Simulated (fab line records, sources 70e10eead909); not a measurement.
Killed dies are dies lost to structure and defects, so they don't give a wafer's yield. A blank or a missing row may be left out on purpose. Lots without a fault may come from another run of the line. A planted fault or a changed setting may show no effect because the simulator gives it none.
Chamber matching | flow nand_harc | NHARC_A_CHANNEL_HOLE_D1_ETCH_38 on rie_diel-03: 4 sister chambers
The step etches the open film in CF4, target depth 39 nm, time 65 s. 24 wafers are shown with their chamber, then 12 later ones without.

WAFERS WITH THEIR CHAMBER
wafer  | chamber | drypump_motor_current_A (A) | rf_vpp_V (V) | oes_product_au (a.u.)
L074.2 | 2       | 5.5                         | 150.6        | 0.999
L074.3 | 1       | 5.4                         | 153.3        | 1.012
L074.5 | 1       | 5.4                         | 152.6        | 1.010
L076.3 | 0       | 5.4                         | 148.3        | 0.991
L076.5 | 1       | 5.4                         | 153.3        | 1.000
L076.6 | 0       | 5.4                         | 149.6        | 0.982
L081.2 | 3       | 6.4                         | 151.8        | 0.985
L081.4 | 2       | 5.5                         | 150.1        | 0.988
L081.6 | 2       | 5.5                         | 151.0        | 1.001
L082.2 | 3       | 6.4                         | 151.9        | 0.986
L082.4 | 2       | 5.5                         | 151.1        | 0.999
L082.5 | 1       | 5.4                         | 152.7        | 1.002
L086.4 | 1       | 5.4                         | 151.9        | 1.001
L086.5 | 2       | 5.5                         | 150.6        | 1.007
L086.6 | 1       | 5.4                         | 153.1        | 0.998
L089.2 | 3       | 6.5                         | 152.6        | 0.973
L089.3 | 1       | 5.4                         | 152.4        | 0.997
L089.4 | 2       | 5.5                         | 150.6        | 1.008
L090.4 | 0       | 5.4                         | 148.3        | 1.001
L090.5 | 2       | 5.5                         | 150.0        | 1.005
L090.6 | 1       | 5.4                         | 152.2        | 1.002
L091.3 | 1       | 5.4                         | 152.6        | 0.995
L091.4 | 0       | 5.4                         | 149.1        | 1.008
L091.5 | 1       | 5.4                         | 152.4        | 0.988

SIGNATURES (means of the wafers above)
reading                 | chamber 0 | chamber 1 | chamber 2 | chamber 3 | scatter within a chamber
drypump_motor_current_A | 5.400     | 5.400     | 5.500     | 6.433     | 0.0183
rf_vpp_V                | 148.825   | 152.650   | 150.571   | 152.100   | 0.478
oes_product_au          | 0.99550   | 1.00050   | 1.00100   | 0.98133   | 0.00776
Rule: a wafer's distance from a chamber is the root of the sum, over the readings, of the square of ((its reading less the chamber's mean) divided by the reading's scatter). The wafer belongs to the nearest chamber; if the next one is less than 2 further off, it can't be placed. The scatter: the root of (the sum of the squares of (reading less its chamber's mean) over the shown wafers, divided by (wafers less chambers)).

WAFERS WITHOUT THEIR CHAMBER
wafer  | drypump_motor_current_A (A) | rf_vpp_V (V) | oes_product_au (a.u.)
L092.3 | 6.4                         | 152.3        | 0.983
L092.4 | 5.4                         | 150.8        | 0.993
L092.5 | 6.4                         | 152.1        | 0.997
L093.1 | 5.5                         | 150.4        | 1.002
L093.5 | 5.4                         | 153.3        | 0.995
L093.6 | 5.5                         | 150.3        | 0.999
L095.1 | 6.4                         | 151.7        | 0.997
L095.4 | 5.4                         | 152.6        | 0.999
L095.5 | 5.5                         | 149.6        | 1.019
L096.2 | 5.5                         | 153.1        | 0.989
L096.4 | 5.4                         | 150.4        | 0.999
L096.5 | 5.5                         | 151.7        | 1.010

WHICH CHAMBER EACH WENT THROUGH
wafer  | from the rows above          | in truth
L092.3 | 3                            | 3
L092.4 | can't be placed: 1 or 0 or 2 | 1
L092.5 | 3                            | 3
L093.1 | 2                            | 2
L093.5 | 1                            | 1
L093.6 | 2                            | 2
L095.1 | 3                            | 3
L095.4 | 1                            | 1
L095.5 | 2                            | 2
L096.2 | can't be placed: 2 or 1      | 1
L096.4 | can't be placed: 0 or 1      | 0
L096.5 | 2                            | 2
Placed correctly: 9 of 12. Can't be placed from these rows: 3 (the true chamber is among the candidates in 3). Placed wrongly: 0.
